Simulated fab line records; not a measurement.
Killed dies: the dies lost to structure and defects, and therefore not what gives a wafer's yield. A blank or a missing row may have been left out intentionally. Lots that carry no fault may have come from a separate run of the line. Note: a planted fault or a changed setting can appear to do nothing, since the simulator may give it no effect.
Chamber matching / flow nand_harc / 4 sister chambers for NHARC_A_SLIT_ETCH_29 on rie_diel-03
The step etches the open film in CF4/O2, target depth 100 nm, overetch 10 nm, time 55 s. 14 wafers are shown with their chamber, then 7 later ones without.

WAFERS PAIRED WITH THEIR CHAMBERS
wafer=L080.1; chamber=2; drypump_motor_current_A (A)=6.1; oes_product_au (a.u.)=1.003; rf_vpp_V (V)=196.3
wafer=L080.5; chamber=2; drypump_motor_current_A (A)=6.1; oes_product_au (a.u.)=0.997; rf_vpp_V (V)=196.1
wafer=L080.6; chamber=3; drypump_motor_current_A (A)=5.9; oes_product_au (a.u.)=1.007; rf_vpp_V (V)=196.8
wafer=L084.2; chamber=2; drypump_motor_current_A (A)=6.1; oes_product_au (a.u.)=1.008; rf_vpp_V (V)=196.6
wafer=L084.4; chamber=0; drypump_motor_current_A (A)=5.8; oes_product_au (a.u.)=1.003; rf_vpp_V (V)=196.1
wafer=L084.5; chamber=0; drypump_motor_current_A (A)=5.7; oes_product_au (a.u.)=1.005; rf_vpp_V (V)=197.6
wafer=L086.1; chamber=1; drypump_motor_current_A (A)=5.4; oes_product_au (a.u.)=0.994; rf_vpp_V (V)=196.1
wafer=L086.2; chamber=3; drypump_motor_current_A (A)=5.9; oes_product_au (a.u.)=1.008; rf_vpp_V (V)=196.7
wafer=L086.4; chamber=2; drypump_motor_current_A (A)=6.1; oes_product_au (a.u.)=0.989; rf_vpp_V (V)=196.3
wafer=L089.2; chamber=2; drypump_motor_current_A (A)=6.1; oes_product_au (a.u.)=0.997; rf_vpp_V (V)=194.2
wafer=L089.4; chamber=3; drypump_motor_current_A (A)=5.9; oes_product_au (a.u.)=1.001; rf_vpp_V (V)=197.8
wafer=L089.5; chamber=1; drypump_motor_current_A (A)=5.3; oes_product_au (a.u.)=0.996; rf_vpp_V (V)=195.3
wafer=L091.1; chamber=3; drypump_motor_current_A (A)=5.9; oes_product_au (a.u.)=1.010; rf_vpp_V (V)=196.7
wafer=L091.3; chamber=1; drypump_motor_current_A (A)=5.3; oes_product_au (a.u.)=1.000; rf_vpp_V (V)=195.7

SIGNATURES, as means of the wafers listed above
reading=drypump_motor_current_A; chamber 0=5.750; chamber 1=5.333; chamber 2=6.100; chamber 3=5.900; scatter within a chamber=0.0342
reading=oes_product_au; chamber 0=1.00400; chamber 1=0.99667; chamber 2=0.99880; chamber 3=1.00650; scatter within a chamber=0.0052
reading=rf_vpp_V; chamber 0=196.850; chamber 1=195.700; chamber 2=195.900; chamber 3=197.000; scatter within a chamber=0.777
Rule: a wafer lies at a distance from a chamber equal to the root of the sum of squares, over the readings, of (its reading less the chamber's mean, divided by the reading's scatter). The wafer belongs to the nearest chamber; if the next one is less than 2 further off, it can't be placed. How the scatter is found: for the shown wafers, subtract from each reading the mean of its chamber, square and add these, divide the total by (wafers less chambers), then take the root.

WAFERS WITH NO CHAMBER GIVEN
wafer=L091.6; drypump_motor_current_A (A)=5.9; oes_product_au (a.u.)=1.004; rf_vpp_V (V)=197.5
wafer=L097.1; drypump_motor_current_A (A)=5.3; oes_product_au (a.u.)=1.000; rf_vpp_V (V)=195.9
wafer=L097.4; drypump_motor_current_A (A)=6.2; oes_product_au (a.u.)=1.010; rf_vpp_V (V)=195.0
wafer=L097.6; drypump_motor_current_A (A)=6.1; oes_product_au (a.u.)=1.011; rf_vpp_V (V)=196.3
wafer=L096.1; drypump_motor_current_A (A)=5.8; oes_product_au (a.u.)=1.008; rf_vpp_V (V)=197.6
wafer=L096.2; drypump_motor_current_A (A)=5.9; oes_product_au (a.u.)=1.022; rf_vpp_V (V)=196.1
wafer=L096.4; drypump_motor_current_A (A)=5.3; oes_product_au (a.u.)=1.000; rf_vpp_V (V)=196.1

EACH ONE'S CHAMBER
wafer=L091.6; from the rows above=3; in truth=3
wafer=L097.1; from the rows above=1; in truth=1
wafer=L097.4; from the rows above=2; in truth=2
wafer=L097.6; from the rows above=2; in truth=2
wafer=L096.1; from the rows above=can't be placed: 0 or 3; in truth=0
wafer=L096.2; from the rows above=3; in truth=3
wafer=L096.4; from the rows above=1; in truth=1
Correctly placed: 6 of 7. From these rows, 1 cannot be placed; in 1 the true chamber is one of the candidates. Placed wrongly: 0.
